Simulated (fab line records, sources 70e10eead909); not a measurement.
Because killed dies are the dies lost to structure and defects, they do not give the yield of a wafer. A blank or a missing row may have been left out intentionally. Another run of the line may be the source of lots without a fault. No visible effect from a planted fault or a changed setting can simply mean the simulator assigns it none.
fab line records -- flow nand-harc -- part 1 of 2: steps 1 to 32 of 39
record: lots: 5, wafers: 15, last-day: 32
route steps=1302 shown P_GATE@114
lots untouched by any fault: they come from a run of this same line in which no faults occurred
start-h: hours from the record's first day to the start of the lot's first wafer shown -- wait-h: how many hours have passed since the lot's step before this one -- " identical to the entry in the row above -- L1.1+2: a single row standing in for several wafers -- - either no value or no given start -- * or withheld: withheld -- < > ~ a bound
route shown NAME@n: NAME is a module with steps in the file, n the number in the route of the first one -- usual: mean and standard deviation over wafers with no fault -- same: alike in all rows -- chamber/n: place in a boat -- sites: per-site readings -- _std_site: the standard deviation of these -- _edge_site: inner sites' mean taken away from outer sites' mean -- radius-mm: for every site, how far away it sits from the centre of the wafer -- mask NAME#n: copy n -- behind: tool/chamber where the wafer was last shaped -- hold: the reason the lot was held/the length of the hold in hours/how it ended -- device: transistor that didn't switch, given as n, p or np -- end of line: the same wafers' tests at the end of the route -- step lacking rows: just its recipe -- killed: count of dies lost to structure and defects at first sort (not the wafer's yield) -- map: a wafer's dies, x killed, . not, _ none there
set.NAME: the setting the step ran with; set.NAME@STEP: the setting that earlier step ran with -- model.NAME: the simulator's own value behind a step, which no gauge read
lots seen at some steps along the route; tables by step, rows by wafer
services: when a tool's chamber went out of use (start-h, in hours from the record's first day, below 0 if earlier), for how many hours, and the reason
== steps ==
step: NHARC_P_GATE_DEHYDRATE_03
recipe: temp-c: 150, time-s: 120
lot.wafer,tool,chamber,start-h,wait-h
L077.1+2+6,litho-track-02,0,108.43,0.4
L078.2+4+6,litho-track-05,0,119.65,0.4
L081.1+4+5,litho-track-02,0,153.08,0.4
L083.2+5+6,litho-track-02,0,171.61,0.4
L095.1+2+4,litho-track-02,0,288.22,0.4
step: NHARC_P_GATE_HMDS_04
recipe: time-s: 30
lot.wafer,tool,chamber,start-h,wait-h
L077.1+2+6,litho-track-02,0,-,-
L078.2+4+6,litho-track-05,0,-,-
L081.1+4+5,litho-track-02,0,-,-
L083.2+5+6,litho-track-02,0,-,-
L095.1+2+4,litho-track-02,0,-,-
step: NHARC_P_GATE_COAT_05
recipe: spin-rpm: 4690
usual: spin-speed-rpm: 4690.5/2.9
lot.wafer,tool,chamber,start-h,wait-h,spin-speed-rpm
L077.1,litho-track-02,0,-,-,4691.7
L077.2,litho-track-02,0,-,-,4688.5
L077.6,litho-track-02,0,-,-,4688.5
L078.2,litho-track-05,0,-,-,4689.6
L078.4,litho-track-05,0,-,-,4690.8
L078.6,litho-track-05,0,-,-,4690.9
L081.1,litho-track-02,0,-,-,4696.7
L081.4,litho-track-02,0,-,-,4689.7
L081.5,litho-track-02,0,-,-,4688.6
L083.2,litho-track-02,0,-,-,4694.8
L083.5,litho-track-02,0,-,-,4697.8
L083.6,litho-track-02,0,-,-,4693.2
L095.1,litho-track-02,0,-,-,4691.2
L095.2,litho-track-02,0,-,-,4692.4
L095.4,litho-track-02,0,-,-,4690.7
step: NHARC_P_GATE_SOFTBAKE_06
recipe: temp-c: 122, time-s: 95
lot.wafer,tool,chamber,start-h,wait-h
L077.1+2+6,litho-track-02,0,-,-
L078.2+4+6,litho-track-05,0,-,-
L081.1+4+5,litho-track-02,0,-,-
L083.2+5+6,litho-track-02,0,-,-
L095.1+2+4,litho-track-02,0,-,-
step: NHARC_P_GATE_EBR_07
lot.wafer,tool,chamber,start-h,wait-h
L077.1+2+6,litho-track-02,0,-,-
L078.2+4+6,litho-track-05,0,-,-
L081.1+4+5,litho-track-02,0,-,-
L083.2+5+6,litho-track-02,0,-,-
L095.1+2+4,litho-track-02,0,-,-
step: NHARC_P_GATE_EXPOSE_08
recipe: na: 0.6, dose-mj: 16.75, mask-id: P_HV
lot.wafer,tool,chamber,start-h,wait-h,mask
L077.1+2+6,krf-scanner-03,0,108.57,-,P_HV#0
L078.2+4+6,krf-scanner-02,0,119.93,-,P_HV#0
L081.1+4+5,krf-scanner-02,0,153.22,-,P_HV#0
L083.2+5+6,krf-scanner-03,0,171.88,-,P_HV#0
L095.1+2+4,krf-scanner-02,0,288.49,-,P_HV#0
step: NHARC_P_GATE_PEB_09
recipe: peb-temp-c: 118, peb-time-s: 85
lot.wafer,tool,chamber,start-h,wait-h
L077.1+2+6,litho-track-07,0,108.64,0.1
L078.2+4+6,litho-track-05,0,119.99,0.1
L081.1+4+5,litho-track-07,0,153.28,0.1
L083.2+5+6,litho-track-05,0,171.94,0.1
L095.1+2+4,litho-track-05,0,288.55,0.1
step: NHARC_P_GATE_DEVELOP_10
recipe: time-s: 70
lot.wafer,tool,chamber,start-h,wait-h
L077.1+2+6,litho-track-07,0,-,-
L078.2+4+6,litho-track-05,0,-,-
L081.1+4+5,litho-track-07,0,-,-
L083.2+5+6,litho-track-05,0,-,-
L095.1+2+4,litho-track-05,0,-,-
step: NHARC_P_GATE_CD_MEAS_11
recipe: target-cd-nm: 1640, landing-energy-ev: 500
usual: cd-nm: 1640.2/2.1
lot.wafer,tool,chamber,start-h,wait-h,cd-nm
L077.1,cd-sem-03,0,108.73,-,1641.2
L077.2,cd-sem-03,0,108.73,-,1643.8
L077.6,cd-sem-03,0,108.73,-,1643.0
L078.2,cd-sem-02,0,120.09,-,1641.9
L078.4,cd-sem-02,0,120.09,-,1637.1
L078.6,cd-sem-02,0,120.09,-,1638.9
L081.1,cd-sem-01,0,153.38,-,1643.3
L081.4,cd-sem-01,0,153.38,-,1640.6
L081.5,cd-sem-01,0,153.38,-,1640.6
L083.2,cd-sem-03,0,172.04,-,1635.6
L083.5,cd-sem-03,0,172.04,-,1638.4
L083.6,cd-sem-03,0,172.04,-,1636.9
L095.1,cd-sem-03,0,288.64,-,1638.0
L095.2,cd-sem-03,0,288.64,-,1639.7
L095.4,cd-sem-03,0,288.64,-,1640.2
step: NHARC_P_GATE_HARDBAKE_12
recipe: temp-c: 125, time-s: 80
lot.wafer,tool,chamber,start-h,wait-h
L077.1+2+6,litho-track-02,0,108.81,-
L078.2+4+6,litho-track-07,0,120.17,-
L081.1+4+5,litho-track-05,0,153.45,-
L083.2+5+6,litho-track-07,0,172.12,-
L095.1+2+4,litho-track-02,0,288.72,-
step: NHARC_P_GATE_DESCUM_13
recipe: time-s: 3, o2-flow-sccm: 200, ar-flow-sccm: 0, bias-power-w: 0, chemistry: O2
usual: drypump-motor-current-A: 5.8/0.45, mfc-ar-sccm: 0.006/0.008, oes-product-au: 1.001/0.015, rf-vpp-V: 57.9/0.88, showerhead-plenum-p-Torr: 1.92/0.075, throttle-valve-pct: 11.311/0.0094
lot.wafer,tool,chamber,start-h,wait-h,drypump-motor-current-A,mfc-ar-sccm,oes-product-au,rf-hours-counter-h,rf-vpp-V,showerhead-plenum-p-Torr,throttle-valve-pct
L077.1,rie-diel-07,0,108.92,-,5.6,0.017,1.003,7.1,58.4,1.98,11.313
L077.2,rie-diel-07,1,108.92,-,6.0,0,1.014,7.0,58.3,2.03,11.300
L077.6,rie-diel-07,2,108.92,-,6.3,0.017,0.999,-,58.7,1.94,11.317
L078.2,rie-diel-08,0,120.26,-,5.4,0.014,1.005,6.7,58.3,1.83,11.301
L078.4,rie-diel-08,3,120.26,-,6.5,0.019,1.005,-,57.7,1.89,11.332
L078.6,rie-diel-08,2,120.26,-,4.9,0,1.015,-,55.9,1.87,11.310
L081.4,rie-diel-07,1,153.56,-,6.0,0,1.009,1.3,57.8,2.03,11.302
L081.1,rie-diel-07,2,153.56,-,6.3,0.017,0.974,1.3,59.0,1.94,11.312
L081.5,rie-diel-07,3,153.56,-,6.1,0,0.994,-,56.7,1.78,11.296
L083.2,rie-diel-04,3,172.23,-,5.4,0,0.997,7.7,57.6,1.91,11.314
L083.5,rie-diel-04,0,172.23,-,5.8,0,0.995,-,59.5,1.96,11.325
L083.6,rie-diel-04,1,172.23,-,6.2,0,0.995,-,59.6,1.93,11.315
L095.4,rie-diel-08,1,288.80,-,5.2,0.012,0.994,3.7,59.3,2.03,11.307
L095.2,rie-diel-08,2,288.80,-,4.9,0,1.009,5.2,55.7,1.86,11.311
L095.1,rie-diel-08,3,288.80,-,6.4,0.019,0.988,4.3,57.2,1.89,11.309
step: NHARC_P_GATE_ETCH_14
recipe: target-depth-a: 488, chemistry: dHF, material: SiO2
lot.wafer,tool,chamber,start-h,wait-h
L077.6+2+1,wet-bench-04,"7,0,3",109.03,0.1
L078.2+4+6,wet-bench-04,"6,0,1",120.42,0.1
L081.1+5+4,wet-bench-04,"7,0,1",153.68,0.1
L083.5+6+2,wet-bench-04,"0,1,2",172.35,0.1
L095.4+1+2,wet-bench-09,"0,2,4",288.95,0.1
step: NHARC_P_GATE_STRIP_15
recipe: time-s: 780, temp-c: 130, chemistry: SPM
usual: temp-c: 129.98/0.14
lot.wafer,tool,chamber,start-h,wait-h,temp-c
L077.6,wet-bench-04,7,109.07,0.0,129.86
L077.2,wet-bench-04,0,109.07,0.0,129.95
L077.1,wet-bench-04,3,109.07,0.0,129.90
L078.2,wet-bench-04,6,120.46,0.0,129.85
L078.4,wet-bench-04,0,120.46,0.0,129.89
L078.6,wet-bench-04,1,120.46,0.0,130.04
L081.1,wet-bench-04,7,153.72,0.0,130.12
L081.5,wet-bench-04,0,153.72,0.0,129.96
L081.4,wet-bench-04,1,153.72,0.0,129.97
L083.5,wet-bench-04,0,172.39,0.0,130.11
L083.6,wet-bench-04,1,172.39,0.0,129.77
L083.2,wet-bench-04,2,172.39,0.0,129.92
L095.4,wet-bench-09,0,288.99,0.0,129.99
L095.1,wet-bench-09,2,288.99,0.0,129.90
L095.2,wet-bench-09,4,288.99,0.0,130.05
step: NHARC_P_GATE_PRECLEAN_71
recipe: time-s: *, temp-c: 50, bath-age-min: 0, chemistry: SC1
usual: h2o2-flow-mL-min: 56.60/0.16, temp-c: 50.01/0.12
same: bath-age-min: 0
lot.wafer,tool,chamber,start-h,wait-h,h2o2-flow-mL-min,temp-c
L077.6,wet-bench-04,7,-,-,56.65,49.91
L077.2,wet-bench-04,0,-,-,56.27,49.95
L077.1,wet-bench-04,3,-,-,56.38,49.92
L078.2,wet-bench-04,6,-,-,56.78,50.16
L078.4,wet-bench-04,0,-,-,56.64,49.84
L078.6,wet-bench-04,1,-,-,56.40,50.03
L081.1,wet-bench-04,7,-,-,56.52,50.04
L081.5,wet-bench-04,0,-,-,56.67,50.27
L081.4,wet-bench-04,1,-,-,56.67,49.79
L083.5,wet-bench-04,0,-,-,56.65,49.82
L083.6,wet-bench-04,1,-,-,56.69,50.00
L083.2,wet-bench-04,2,-,-,56.70,50.09
L095.4,wet-bench-09,0,-,-,56.52,50.27
L095.1,wet-bench-09,2,-,-,56.68,49.96
L095.2,wet-bench-09,4,-,-,56.55,49.78
step: NHARC_P_GATE_SRD_72
lot.wafer,tool,chamber,start-h,wait-h
L077.6+2+1,wet-bench-04,"7,0,3",-,-
L078.2+4+6,wet-bench-04,"6,0,1",-,-
L081.1+5+4,wet-bench-04,"7,0,1",-,-
L083.5+6+2,wet-bench-04,"0,1,2",-,-
L095.4+1+2,wet-bench-09,"0,2,4",-,-
step: NHARC_P_GATE_OXIDE_16
recipe: target-thk-a: 30, temp-c: 875, ox-time-s: 392, material: SiO2
lot.wafer,tool,chamber,start-h,wait-h
L077.1+2+6,furnace-07,0,112.59,-
L078.2+4+6,furnace-02,0,124.25,-
L081.1+4+5,furnace-02,0,157.51,-
L083.2+5+6,furnace-07,0,175.80,-
L095.1+2+4,furnace-01,0,292.54,-
step: NHARC_P_GATE_CVD_17
recipe: target-thk-a: 1500, temp-c: 620, time-s: 900, material: poly-Si
lot.wafer,tool,chamber,start-h,wait-h
L077.1+2+6,lpcvd-poly-02,0,118.68,2.6
L078.2+4+6,lpcvd-poly-04,0,130.31,2.5
L081.1+4+5,lpcvd-poly-04,0,163.60,2.5
L083.2+5+6,lpcvd-poly-02,0,182.01,2.7
L095.1+2+4,lpcvd-poly-02,0,298.75,2.6
step: NHARC_P_GATE_HM_DEP_102
recipe: target-thk-a: 1200, temp-c: 400, material: aC
usual: throttle-valve-pct: 35.001/0.009
lot.wafer,tool,chamber,start-h,wait-h,throttle-valve-pct
L077.1,acl-dep-02,0,121.31,0.4,34.992
L077.2,acl-dep-02,0,121.31,0.4,34.994
L077.6,acl-dep-02,0,121.31,0.4,34.995
L078.2,acl-dep-03,0,133.03,0.5,35.004
L078.4,acl-dep-03,0,133.03,0.5,34.999
L078.6,acl-dep-03,0,133.03,0.5,35.003
L081.1,acl-dep-01,0,169.96,4.1,34.997
L081.4,acl-dep-01,0,169.96,4.1,34.987
L081.5,acl-dep-01,0,169.96,4.1,35.007
L083.2,acl-dep-03,0,189.37,5.1,34.996
L083.5,acl-dep-03,0,189.37,5.1,34.997
L083.6,acl-dep-03,0,189.37,5.1,35.002
L095.1,acl-dep-02,0,301.32,0.4,35.006
L095.2,acl-dep-02,0,301.32,0.4,34.994
L095.4,acl-dep-02,0,301.32,0.4,35.016
step: NHARC_P_GATE_DEP_103
recipe: target-thk-a: 300, target-thk-nm: 30, temp-c: 400, flow-sccm: 200, rf-w: 350, material: SiON
usual: heater-power-w: 763/63
lot.wafer,tool,chamber,start-h,wait-h,heater-power-w
L077.2,pecvd-03,2,122.00,0.5,730
L077.1,pecvd-03,0,122.00,0.5,735
L077.6,pecvd-03,1,122.00,0.5,745
L078.2,pecvd-04,1,133.64,0.5,796
L078.6,pecvd-04,0,133.64,0.5,719
L078.4,pecvd-04,2,133.64,0.5,912
L081.1,pecvd-03,1,170.73,0.7,711
L081.4,pecvd-03,0,170.73,0.7,804
L081.5,pecvd-03,1,170.73,0.7,716
L083.2,pecvd-04,2,190.23,0.7,803
L083.5,pecvd-04,0,190.23,0.7,769
L083.6,pecvd-04,2,190.23,0.7,840
L095.2,pecvd-01,0,301.98,0.4,738
L095.1,pecvd-01,1,301.98,0.4,700
L095.4,pecvd-01,1,301.98,0.4,702
step: NHARC_P_GATE_DEHYDRATE_18
recipe: temp-c: 150, time-s: 120
lot.wafer,tool,chamber,start-h,wait-h
L077.1+2+6,litho-track-01,0,122.25,0.2
L078.2+4+6,litho-track-01,0,133.91,0.2
L081.1+4+5,litho-track-04,0,170.97,0.2
L083.2+5+6,litho-track-06,0,190.44,0.2
L095.1+2+4,litho-track-01,0,302.34,0.3
step: NHARC_P_GATE_HMDS_19
recipe: time-s: 30
lot.wafer,tool,chamber,start-h,wait-h
L077.1+2+6,litho-track-01,0,-,-
L078.2+4+6,litho-track-01,0,-,-
L081.1+4+5,litho-track-04,0,-,-
L083.2+5+6,litho-track-06,0,-,-
L095.1+2+4,litho-track-01,0,-,-
step: NHARC_P_GATE_COAT_20
recipe: spin-rpm: 1500, resist-thk-nm: 90
usual: spin-speed-rpm: 1499.9/1.1
lot.wafer,tool,chamber,start-h,wait-h,spin-speed-rpm
L077.1,litho-track-01,0,-,-,1498.8
L077.2,litho-track-01,0,-,-,1498.8
L077.6,litho-track-01,0,-,-,1501.7
L078.2,litho-track-01,0,-,-,1499.6
L078.4,litho-track-01,0,-,-,1500.2
L078.6,litho-track-01,0,-,-,1501.1
L081.1,litho-track-04,0,-,-,1499.9
L081.4,litho-track-04,0,-,-,1499.0
L081.5,litho-track-04,0,-,-,1500.9
L083.2,litho-track-06,0,-,-,1500.6
L083.5,litho-track-06,0,-,-,1498.0
L083.6,litho-track-06,0,-,-,1500.1
L095.1,litho-track-01,0,-,-,1498.8
L095.2,litho-track-01,0,-,-,1499.5
L095.4,litho-track-01,0,-,-,1501.0
step: NHARC_P_GATE_SOFTBAKE_21
recipe: temp-c: 105, time-s: 55
lot.wafer,tool,chamber,start-h,wait-h
L077.1+2+6,litho-track-01,0,-,-
L078.2+4+6,litho-track-01,0,-,-
L081.1+4+5,litho-track-04,0,-,-
L083.2+5+6,litho-track-06,0,-,-
L095.1+2+4,litho-track-01,0,-,-
step: NHARC_P_GATE_EBR_22
lot.wafer,tool,chamber,start-h,wait-h
L077.1+2+6,litho-track-01,0,-,-
L078.2+4+6,litho-track-01,0,-,-
L081.1+4+5,litho-track-04,0,-,-
L083.2+5+6,litho-track-06,0,-,-
L095.1+2+4,litho-track-01,0,-,-
step: NHARC_P_GATE_EXPOSE_23
recipe: na: 1.35, target-cd-nm: 120, dose-mj: 93.91, mask-id: P_GATE
lot.wafer,tool,chamber,start-h,wait-h,mask
L077.1+2+6,arfi-scanner-03,0,122.39,-,P_GATE#0
L078.2+4+6,arfi-scanner-03,0,134.05,-,P_GATE#0
L081.1+4+5,arfi-scanner-03,0,171.24,-,P_GATE#0
L083.2+5+6,arfi-scanner-02,0,190.71,-,P_GATE#0
L095.1+2+4,arfi-scanner-02,0,302.61,-,P_GATE#0
step: NHARC_P_GATE_PEB_24
recipe: peb-temp-c: 100, peb-time-s: 65
lot.wafer,tool,chamber,start-h,wait-h
L077.1+2+6,litho-track-06,0,122.45,0.1
L078.2+4+6,litho-track-04,0,134.11,0.1
L081.1+4+5,litho-track-06,0,171.30,0.1
L083.2+5+6,litho-track-04,0,190.77,0.1
L095.1+2+4,litho-track-04,0,302.67,0.1
step: NHARC_P_GATE_DEVELOP_25
recipe: develop-time-s: 35, dev-temp-c: 23
lot.wafer,tool,chamber,start-h,wait-h
L077.1+2+6,litho-track-06,0,-,-
L078.2+4+6,litho-track-04,0,-,-
L081.1+4+5,litho-track-06,0,-,-
L083.2+5+6,litho-track-04,0,-,-
L095.1+2+4,litho-track-04,0,-,-
step: NHARC_P_GATE_CD_MEAS_26
recipe: target-cd-nm: 120, landing-energy-ev: 500
usual: cd-nm: 120.0/0.86
lot.wafer,tool,chamber,start-h,wait-h,cd-nm
L077.1,cd-sem-01,0,122.53,-,121.1
L077.2,cd-sem-01,0,122.53,-,121.8
L077.6,cd-sem-01,0,122.53,-,121.2
L078.2,cd-sem-03,0,134.19,-,119.5
L078.4,cd-sem-03,0,134.19,-,119.4
L078.6,cd-sem-03,0,134.19,-,118.6
L081.1,cd-sem-03,0,171.38,-,121.5
L081.4,cd-sem-03,0,171.38,-,120.5
L081.5,cd-sem-03,0,171.38,-,120.9
L083.2,cd-sem-03,0,190.85,-,119.8
L083.5,cd-sem-03,0,190.85,-,120.7
L083.6,cd-sem-03,0,190.85,-,119.1
L095.1,cd-sem-03,0,302.75,-,119.8
L095.2,cd-sem-03,0,302.75,-,119.7
L095.4,cd-sem-03,0,302.75,-,119.7
step: NHARC_P_GATE_OVL_MEAS_27
usual: overlay-x-nm: -0.1/0.71, overlay-y-nm: 0.1/0.84
lot.wafer,tool,chamber,start-h,wait-h,overlay-x-nm,overlay-y-nm
L077.1,overlay-01,-,122.61,-,0.6,-1.1
L077.2,overlay-01,-,122.61,-,1.2,-1.8
L077.6,overlay-01,-,122.61,-,0.8,-0.8
L078.2,overlay-01,-,134.28,-,0.2,0.5
L078.4,overlay-01,-,134.28,-,-0.5,1.2
L078.6,overlay-01,-,134.28,-,-0.5,1.0
L081.1,overlay-02,-,171.46,-,-0.7,-1.5
L081.4,overlay-02,-,171.46,-,-1.3,-1.2
L081.5,overlay-02,-,171.46,-,-0.9,-2.0
L083.2,overlay-01,-,190.94,-,0.4,-0.4
L083.5,overlay-01,-,190.94,-,0.3,-0.2
L083.6,overlay-01,-,190.94,-,0.2,0.2
L095.1,overlay-02,-,302.84,-,-0.7,0.7
L095.2,overlay-02,-,302.84,-,-0.3,0.7
L095.4,overlay-02,-,302.84,-,-0.9,0.1
step: NHARC_P_GATE_INSPECT_28
usual: raw-defect-count: 6.2/2.9
lot.wafer,tool,chamber,start-h,wait-h,raw-defect-count
L077.1,defect-inspect-02,-,122.65,0.0,10
L077.2,defect-inspect-02,-,122.65,0.0,12
L077.6,defect-inspect-02,-,122.65,0.0,5
L078.2,defect-inspect-02,-,134.31,0.0,5
L078.4,defect-inspect-02,-,134.31,0.0,10
L078.6,defect-inspect-02,-,134.31,0.0,8
L081.1,defect-inspect-02,-,171.52,0.1,10
L081.4,defect-inspect-02,-,171.52,0.1,8
L081.5,defect-inspect-02,-,171.52,0.1,12
L083.2,defect-inspect-01,-,190.98,0.0,9
L083.5,defect-inspect-01,-,190.98,0.0,9
L083.6,defect-inspect-01,-,190.98,0.0,6
L095.1,defect-inspect-01,-,302.88,0.0,10
L095.2,defect-inspect-01,-,302.88,0.0,1
L095.4,defect-inspect-01,-,302.88,0.0,5
step: NHARC_P_GATE_DESCUM_31
recipe: time-s: 3, o2-flow-sccm: 200, ar-flow-sccm: 0, bias-power-w: 0, chemistry: O2
usual: drypump-motor-current-A: 5.7/0.53, mfc-ar-sccm: 0.007/0.0079, oes-product-au: 1.002/0.015, rf-vpp-V: 57.8/1, showerhead-plenum-p-Torr: 1.91/0.076, throttle-valve-pct: 11.311/0.0086
lot.wafer,tool,chamber,start-h,wait-h,drypump-motor-current-A,mfc-ar-sccm,oes-product-au,rf-hours-counter-h,rf-vpp-V,showerhead-plenum-p-Torr,throttle-valve-pct
L077.1,rie-diel-08,2,122.73,0.1,4.9,0,1.013,10,58.2,1.87,11.316
L077.2,rie-diel-08,3,122.73,0.1,6.5,0.019,1.000,9,57.3,1.89,11.290
L077.6,rie-diel-08,0,122.73,0.1,5.3,0.014,1.005,-,57.0,1.83,11.325
L078.2,rie-diel-07,3,134.38,0.1,6.1,0,0.995,1,57.1,1.78,11.309
L078.4,rie-diel-07,1,134.38,0.1,6.0,0,1.011,1,57.3,2.03,11.307
L078.6,rie-diel-07,2,134.38,0.1,6.3,0.017,0.987,-,57.4,1.94,11.303
L081.1,rie-diel-07,3,171.60,0.1,6.1,0,0.994,2,55.9,1.78,11.302
L081.4,rie-diel-07,1,171.60,0.1,6.0,0,1.008,-,57.6,2.03,11.319
L081.5,rie-diel-07,2,171.60,0.1,6.2,0.017,0.978,-,57.4,1.93,11.308
L083.2,rie-diel-04,1,191.10,0.1,6.2,0,1.003,1,58.9,1.93,11.307
L083.6,rie-diel-04,1,191.10,0.1,6.3,0,1.007,-,58.1,1.93,11.309
L083.5,rie-diel-04,2,191.10,0.1,6.2,0,1.000,-,57.3,1.85,11.303
L095.4,rie-diel-08,0,302.94,0.1,5.3,0.014,1.012,5,56.0,1.83,11.311
L095.2,rie-diel-08,2,302.94,0.1,4.9,0,1.010,5,59.2,1.86,11.327
L095.1,rie-diel-08,3,302.94,0.1,6.5,0.019,0.998,4,56.6,1.89,11.298
step: NHARC_P_GATE_ETCH_104
recipe: target-depth-a: 600, time-s: withheld, cf4-flow-sccm: 100, chf3-flow-sccm: 30, ar-flow-sccm: 0, rf-w: 500, bias-w: 200, chemistry: CF4/CHF3
usual: drypump-motor-current-A: 5.7/0.54, mfc-ar-sccm: 0.008/0.0082, oes-product-au: 0.952/0.024, rf-vpp-V: 370.6/1.9, showerhead-plenum-p-Torr: 1.57/0.056, throttle-valve-pct: 16.802/0.0095
lot.wafer,tool,chamber,start-h,wait-h,drypump-motor-current-A,mfc-ar-sccm,oes-product-au,rf-vpp-V,showerhead-plenum-p-Torr,throttle-valve-pct
L077.2,rie-diel-08,3,122.80,0.1,6.5,0.019,0.981,370.6,1.55,16.806
L077.1,rie-diel-08,0,122.80,0.1,5.3,0.014,0.962,369.7,1.51,16.798
L077.6,rie-diel-08,0,122.80,0.1,5.3,0.014,0.962,368.1,1.51,16.807
L078.2,rie-diel-07,0,134.46,0.1,5.6,0.017,0.986,372.4,1.63,16.795
L078.4,rie-diel-07,2,134.46,0.1,6.3,0.017,0.965,369.9,1.59,16.783
L078.6,rie-diel-07,0,134.46,0.1,5.6,0.017,0.973,372.4,1.63,16.781
L081.1,rie-diel-07,2,171.69,0.1,6.3,0.017,0.905,370.2,1.59,16.804
L081.4,rie-diel-07,3,171.69,0.1,6.1,0,0.922,368.0,1.47,16.782
L081.5,rie-diel-07,1,171.69,0.1,6.0,0,0.930,372.9,1.66,16.822
L083.2,rie-diel-04,3,191.19,0.1,5.3,0,0.994,371.8,1.57,16.799
L083.6,rie-diel-04,1,191.19,0.1,6.3,0,0.974,372.2,1.58,16.801
L083.5,rie-diel-04,2,191.19,0.1,6.2,0,0.975,368.4,1.53,16.811
L095.1,rie-diel-08,3,303.03,0.1,6.5,0.019,0.928,368.8,1.55,16.803
L095.4,rie-diel-08,0,303.03,0.1,5.3,0.014,0.935,368.5,1.51,16.818
L095.2,rie-diel-08,1,303.03,0.1,5.2,0.012,0.918,372.7,1.66,16.808
